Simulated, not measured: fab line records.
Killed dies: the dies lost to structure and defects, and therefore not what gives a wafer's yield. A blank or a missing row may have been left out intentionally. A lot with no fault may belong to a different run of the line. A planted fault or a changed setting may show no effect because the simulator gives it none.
fab line records | flow n5-finfet
[record] lots = 11 | wafers = 32 | last-day = 17
route steps=1938 shown BEOL_M7@1277
lots with no fault: from the same line, run without faults
start-h: hours from the record's first day to the start of the lot's first wafer shown | wait-h: hours from the lot's prior step to this one | " as in the row above | L1.1+2: one row covering several wafers at once | - no value, or no start given | * or withheld: withheld | < > ~ a bound
route shown NAME@n: NAME is a module with steps in the file, n the number in the route of the first one | usual: mean/standard deviation taken from wafers without a fault | same: alike in all rows | chamber/n: place in a boat | sites: each site's reading | _std_site: the standard deviation of these | _edge_site: inner sites' mean taken away from outer sites' mean | radius-mm: how far each site lies from the wafer's centre | mask NAME#n: copy n | behind: the most recent tool/chamber to have shaped the wafer | hold: what put the lot on hold/how long, in hours/how the hold closed | device: whichever transistor did not switch (one of n, p or np) | end of line: the tests these same wafers got at the end of their route | a step with no rows: only its recipe | killed: at the first sort, the dies lost to defects and structure; wafer yield is something else | map: the dies of a wafer, with x for killed, . for not killed, _ for no die there
set.NAME: the run value of the setting; set.NAME@STEP: its run value at that earlier step | model.NAME: the simulator's own value behind a step, which no gauge read
one table for each step of the route and one row for each wafer, over a sample of lots
services: from which hour (start-h, from the record's first day; less than 0 if before it) a tool's chamber was out of use, for how many hours, and why
[[steps]]
[step N5_BEOL_M7_OVL_MEAS_12]
[recipe] points-per-wafer = 44
[usual] M7_OVL = 0.3/0.63
lot.wafer | tool       | chamber | start-h | wait-h | M7_OVL[nm]
L783.2    | overlay-01 | 0       | 194.38  | 0.0    | 0.4
L783.3    | "          | 0       | "       | "      | -0.8
L783.4    | "          | 0       | "       | "      | 0.7
L784.1    | overlay-02 | 0       | 199.35  | 0.0    | 1.1
L784.3    | "          | 0       | "       | "      | 0.8
L784.4    | "          | 0       | "       | "      | 0.7
L785.2    | overlay-01 | 0       | 199.71  | 0.0    | -0.4
L785.4    | "          | 0       | "       | "      | 0.0
L785.5    | "          | 0       | "       | "      | -0.4
L786.1    | overlay-02 | 0       | 215.28  | 0.0    | 0.3
L786.2    | "          | 0       | "       | "      | 0.6
L786.4    | "          | 0       | "       | "      | -0.6
L789.2    | overlay-02 | 0       | 226.10  | 0.0    | 0.9
L789.3    | "          | 0       | "       | "      | 0.7
L789.5    | "          | 0       | "       | "      | -0.2
L790.1    | overlay-02 | 0       | 241.86  | 0.0    | -0.7
L790.4    | "          | 0       | "       | "      | 0.0
L790.6    | "          | 0       | "       | "      | -0.2
L795.3    | overlay-01 | 0       | 274.02  | 0.0    | -0.5
L795.4    | "          | 0       | "       | "      | 0.2
L795.6    | "          | 0       | "       | "      | 0.1
L800.1    | overlay-01 | 0       | 297.70  | 0.0    | -0.3
L800.6    | "          | 0       | "       | "      | -0.6
L799.1    | overlay-02 | 0       | 311.85  | 0.0    | 0.7
L799.4    | "          | 0       | "       | "      | -0.2
L799.5    | "          | 0       | "       | "      | 1.1
L804.1    | overlay-01 | 0       | 332.69  | 0.0    | 0.2
L804.2    | "          | 0       | "       | "      | 0.3
L804.6    | "          | 0       | "       | "      | 0.3
L805.1    | overlay-01 | 0       | 344.59  | 0.0    | 0.3
L805.3    | "          | 0       | "       | "      | -0.4
L805.5    | "          | 0       | "       | "      | -0.1
[step N5_BEOL_M7_INSPECT_13]
[recipe] mode = adi | inspect-instrument = brightfield
[usual] raw-defect-count = 412/93
lot.wafer | tool              | chamber | start-h | wait-h | raw-defect-count
L783.2    | defect-inspect-02 | -       | 194.40  | 0.0    | 224
L783.3    | "                 | -       | "       | "      | 259
L783.4    | "                 | -       | "       | "      | 305
L784.1    | defect-inspect-02 | -       | 199.37  | 0.0    | 318
L784.3    | "                 | -       | "       | "      | 415
L784.4    | "                 | -       | "       | "      | 482
L785.2    | defect-inspect-02 | -       | 199.74  | 0.0    | 318
L785.4    | "                 | -       | "       | "      | 473
L785.5    | "                 | -       | "       | "      | 519
L786.1    | defect-inspect-02 | -       | 215.30  | 0.0    | 370
L786.2    | "                 | -       | "       | "      | 325
L786.4    | "                 | -       | "       | "      | 335
L789.2    | defect-inspect-01 | -       | 226.12  | 0.0    | 601
L789.3    | "                 | -       | "       | "      | 274
L789.5    | "                 | -       | "       | "      | 448
L790.1    | defect-inspect-02 | -       | 241.89  | 0.0    | 409
L790.4    | "                 | -       | "       | "      | 367
L790.6    | "                 | -       | "       | "      | 392
L795.3    | defect-inspect-01 | -       | 274.04  | 0.0    | 315
L795.4    | "                 | -       | "       | "      | 206
L795.6    | "                 | -       | "       | "      | 269
L800.1    | defect-inspect-01 | -       | 297.73  | 0.0    | 421
L800.6    | "                 | -       | "       | "      | 524
L799.1    | defect-inspect-02 | -       | 311.87  | 0.0    | 268
L799.4    | "                 | -       | "       | "      | 388
L799.5    | "                 | -       | "       | "      | 244
L804.1    | defect-inspect-01 | -       | 332.71  | 0.0    | 435
L804.2    | "                 | -       | "       | "      | 520
L804.6    | "                 | -       | "       | "      | 512
L805.1    | defect-inspect-01 | -       | 344.61  | 0.0    | 301
L805.3    | "                 | -       | "       | "      | 415
L805.5    | "                 | -       | "       | "      | 407
[step N5_BEOL_M7_CD_MEAS_18]
[recipe] pitch-nm = 80 | target-cd-nm = 40
[usual] cd-nm = 40.1/0.61
lot.wafer | tool      | chamber | start-h | wait-h | cd-nm
L783.2    | cd-sem-01 | -       | 194.89  | 0.1    | 39.5
L783.3    | "         | -       | "       | "      | 39.8
L783.4    | "         | -       | "       | "      | 40.0
L784.1    | cd-sem-02 | -       | 199.86  | 0.0    | 39.9
L784.3    | "         | -       | "       | "      | 39.5
L784.4    | "         | -       | "       | "      | 39.8
L785.2    | cd-sem-01 | -       | 200.23  | 0.1    | 39.6
L785.4    | "         | -       | "       | "      | 41.7
L785.5    | "         | -       | "       | "      | 40.1
L786.1    | cd-sem-03 | -       | 215.90  | 0.0    | 39.9
L786.2    | "         | -       | "       | "      | 40.5
L786.4    | "         | -       | "       | "      | 39.2
L789.2    | cd-sem-02 | -       | 226.63  | 0.1    | 41.0
L789.3    | "         | -       | "       | "      | 41.0
L789.5    | "         | -       | "       | "      | 40.6
L790.1    | cd-sem-03 | -       | 242.46  | 0.0    | 40.3
L790.4    | "         | -       | "       | "      | 39.9
L790.6    | "         | -       | "       | "      | 40.1
L795.3    | cd-sem-01 | -       | 274.70  | 0.1    | 39.8
L795.4    | "         | -       | "       | "      | 39.5
L795.6    | "         | -       | "       | "      | 40.3
L800.1    | cd-sem-01 | -       | 298.24  | 0.0    | 39.7
L800.6    | "         | -       | "       | "      | 38.9
L799.1    | cd-sem-01 | -       | 312.39  | 0.0    | 40.0
L799.4    | "         | -       | "       | "      | 39.8
L799.5    | "         | -       | "       | "      | 39.8
L804.1    | cd-sem-01 | -       | 333.32  | 0.0    | 40.4
L804.2    | "         | -       | "       | "      | 41.0
L804.6    | "         | -       | "       | "      | 40.5
L805.1    | cd-sem-02 | -       | 345.10  | 0.0    | 40.2
L805.3    | "         | -       | "       | "      | 40.4
L805.5    | "         | -       | "       | "      | 39.1
[step N5_BEOL_M7_VIA_ETCH_34]
[recipe] chemistry = C4F6/O2 | target = SiCOH_lowk | target-depth-a = 1255 | mask-material = SOC | taper-deg = 4 | time-s = 50.5 | ion-energy-ev = 250 | pressure-mtorr = 30 | source-w = 345 | bias-w = 185 | Ar_flow_sccm = 300 | C4F6_flow_sccm = 10 | O2_flow_sccm = 10
[usual] drypump-motor-current-A = 5.5/0.46 | oes_f_703_au = 0.82/0.11 | oes_o_777_au = 0.82/0.11 | oes-product-au = 0.81/0.11 | rf-fwd-power-W = 341.4/1.5 | rf-vpp-V = 656/13 | showerhead-plenum-p-Torr = 2.81/0.11 | throttle-valve-pct = 20.62/0.28
lot.wafer | tool        | chamber | start-h | wait-h | drypump-motor-current-A | oes_f_703_au | oes_o_777_au | oes-product-au | rf-fwd-power-W | rf-hours-counter-h | rf-vpp-V | showerhead-plenum-p-Torr | throttle-valve-pct
L783.2    | rie-diel-04 | 3       | 195.50  | 0.0    | 6.1                     | 0.78         | 0.78         | 0.77           | 340.8          | 132                | 644      | 2.73                     | 20.82
L783.3    | "           | 0       | "       | "      | 5.1                     | 0.71         | 0.69         | 0.69           | 339.6          | 214                | 676      | 2.70                     | 20.73
L783.4    | "           | 2       | "       | "      | 6.3                     | 0.73         | 0.74         | 0.70           | 343.1          | 223                | 642      | 2.80                     | 21.07
L784.1    | rie-diel-05 | 2       | 203.86  | 0.0    | 5.7                     | 0.67         | 0.67         | 0.65           | 339.4          | 247                | 664      | 2.92                     | 20.59
L784.3    | "           | 3       | "       | "      | 5.0                     | 1.04         | 1.02         | 1.02           | 341.7          | 0                  | 646      | 2.79                     | 20.17
L784.4    | "           | 0       | "       | "      | 5.5                     | 0.87         | 0.86         | 0.87           | 338.3          | 53                 | 664      | 2.89                     | 20.36
L785.2    | rie-diel-04 | 2       | 204.04  | 0.0    | 6.3                     | 0.74         | 0.74         | 0.70           | 340.7          | 225                | 640      | 2.80                     | 21.08
L785.4    | "           | 1       | "       | "      | 5.0                     | 0.72         | 0.72         | 0.71           | 341.1          | 174                | 642      | 2.73                     | 20.93
L785.5    | "           | 3       | "       | "      | 6.1                     | 0.78         | 0.79         | 0.77           | 342.4          | -                  | 644      | 2.73                     | 20.80
L786.1    | rie-diel-04 | 3       | 216.51  | 0.0    | 6.1                     | 0.78         | 0.78         | 0.76           | 340.8          | 137                | 644      | 2.72                     | 20.80
L786.2    | "           | 2       | "       | "      | 6.3                     | 0.74         | 0.74         | 0.71           | 341.3          | 229                | 642      | 2.79                     | 21.07
L786.4    | "           | 0       | "       | "      | 5.1                     | 0.71         | 0.70         | 0.71           | 342.3          | 220                | 675      | 2.69                     | 20.76
L789.2    | rie-diel-05 | 0       | 227.29  | 0.0    | 5.5                     | 0.86         | 0.86         | 0.86           | 338.7          | 61                 | 665      | 2.88                     | 20.36
L789.3    | "           | 3       | "       | "      | 5.0                     | 0.99         | 0.96         | 0.97           | 342.2          | 8                  | 644      | 2.79                     | 20.18
L789.5    | "           | 2       | "       | "      | 5.7                     | 0.66         | 0.67         | 0.64           | 342.1          | -                  | 664      | 2.92                     | 20.58
L790.1    | rie-diel-05 | 2       | 243.20  | 0.0    | 5.7                     | 0.66         | 0.66         | 0.64           | 338.7          | 260                | 663      | 2.91                     | 20.62
L790.4    | "           | 2       | "       | "      | 5.7                     | 0.66         | 0.65         | 0.65           | 341.0          | -                  | 663      | 2.91                     | 20.61
L790.6    | "           | 3       | "       | "      | 5.0                     | 0.97         | 0.94         | 0.96           | 340.9          | -                  | 645      | 2.79                     | 20.20
L795.3    | rie-diel-05 | 1       | 275.51  | 0.0    | 5.8                     | 1.17         | 1.14         | 0.99           | 423.9          | 11                 | 603      | 3.03                     | 20.57
L795.4    | "           | 3       | "       | "      | 5.0                     | 0.94         | 0.91         | 0.91           | 341.8          | 24                 | 645      | 2.78                     | 20.20
L795.6    | "           | 3       | "       | "      | 5.0                     | 0.95         | 0.92         | 0.92           | 342.2          | -                  | 645      | 2.78                     | 20.20
L800.1    | rie-diel-04 | 0       | 300.12  | 0.0    | 5.1                     | 0.69         | 0.68         | 0.68           | 341.9          | 246                | 676      | 2.68                     | 20.78
L800.6    | "           | 3       | "       | "      | 6.1                     | 0.76         | 0.76         | 0.74           | 341.1          | -                  | 643      | 2.71                     | 20.83
L799.1    | rie-diel-04 | 3       | 313.02  | 0.0    | 6.1                     | 0.75         | 0.75         | 0.73           | 340.1          | 171                | 644      | 2.71                     | 20.85
L799.4    | "           | 2       | "       | "      | 6.3                     | 1.04         | 1.05         | 1.01           | 343.1          | -                  | 642      | 2.78                     | 20.80
L799.5    | "           | 1       | "       | "      | 5.0                     | 0.69         | 0.69         | 0.67           | 342.0          | -                  | 643      | 2.71                     | 20.94
L804.1    | rie-diel-05 | 3       | 336.60  | 0.0    | 5.0                     | 0.91         | 0.88         | 0.89           | 342.4          | 41                 | 646      | 2.77                     | 20.23
L804.2    | "           | 2       | "       | "      | 5.7                     | 0.94         | 0.94         | 0.93           | 339.5          | 19                 | 664      | 2.90                     | 20.30
L804.6    | "           | 3       | "       | "      | 5.0                     | 0.91         | 0.89         | 0.89           | 340.9          | -                  | 645      | 2.77                     | 20.24
L805.1    | rie-diel-04 | 3       | 346.06  | 0.0    | 6.1                     | 0.74         | 0.74         | 0.73           | 341.6          | 183                | 644      | 2.70                     | 20.86
L805.3    | "           | 1       | "       | "      | 5.0                     | 0.69         | 0.69         | 0.67           | 341.1          | 222                | 642      | 2.71                     | 20.98
L805.5    | "           | 3       | "       | "      | 6.1                     | 0.74         | 0.75         | 0.73           | 342.5          | -                  | 646      | 2.70                     | 20.87
[[services]]
tool        | chamber | start-h | hours | kind
rie-diel-05 | 3       | 180.01  | -     | clean
rie-diel-05 | 3       | 180.01  | -     | consumable-replace:focus-ring
rie-diel-05 | 3       | 180.01  | 23.3  | scheduled-down
rie-diel-05 | 3       | 180.01  | 23.3  | vent-cycle
rie-diel-04 | 1       | 183.48  | 4.8   | repair
rie-diel-05 | 1       | 212.43  | -     | clean
rie-diel-05 | 1       | 212.43  | -     | consumable-replace:focus-ring
rie-diel-05 | 1       | 212.43  | -     | consumable-replace:showerhead
rie-diel-05 | 1       | 212.43  | 30.8  | scheduled-down
rie-diel-05 | 1       | 212.43  | 30.8  | vent-cycle
rie-diel-05 | 2       | 243.42  | -     | clean
rie-diel-05 | 2       | 243.42  | -     | consumable-replace:focus-ring
rie-diel-05 | 2       | 243.42  | 18.1  | scheduled-down
rie-diel-05 | 2       | 243.42  | 18.1  | vent-cycle
rie-diel-04 | 2       | 287.02  | -     | clean
rie-diel-04 | 2       | 287.02  | -     | consumable-replace:focus-ring
rie-diel-04 | 0       | 309.21  | -     | clean
rie-diel-04 | 0       | 309.21  | -     | consumable-replace:esc
rie-diel-04 | 0       | 309.21  | -     | consumable-replace:focus-ring
rie-diel-04 | 0       | 309.21  | -     | consumable-replace:showerhead
rie-diel-04 | 0       | 309.21  | 25.9  | scheduled-down
rie-diel-04 | 0       | 309.21  | 25.9  | vent-cycle
[[key]]
[first-sign] step = N5_BEOL_M7_VIA_ETCH_34 | reading = rf-fwd-power-W | direction = up | sigmas = 56 | usual = * | struck = *
[effect] step = N5_BEOL_M7_VIA_ETCH_34 | reading = rf-vpp-V | direction = down | sigmas = 4 | usual = 656 | struck = 603
met-at N5_BEOL_M7_VIA_ETCH_34
struck-lots L795
struck-wafers L795.3
not-acting-at N5_BEOL_M7_OVL_MEAS_12,N5_BEOL_M7_INSPECT_13,N5_BEOL_M7_CD_MEAS_18
[fault] kind = process-parameter-drift | tool = rie-diel-05 | chamber = 1 | onset-h = 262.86 | steps = N5_BEOL_M7_VIA_ETCH_34 | channel = source-w | offset = 82.8 | shape = step | end-h = 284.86 | acts-in = these-recipes-only | stated = 345
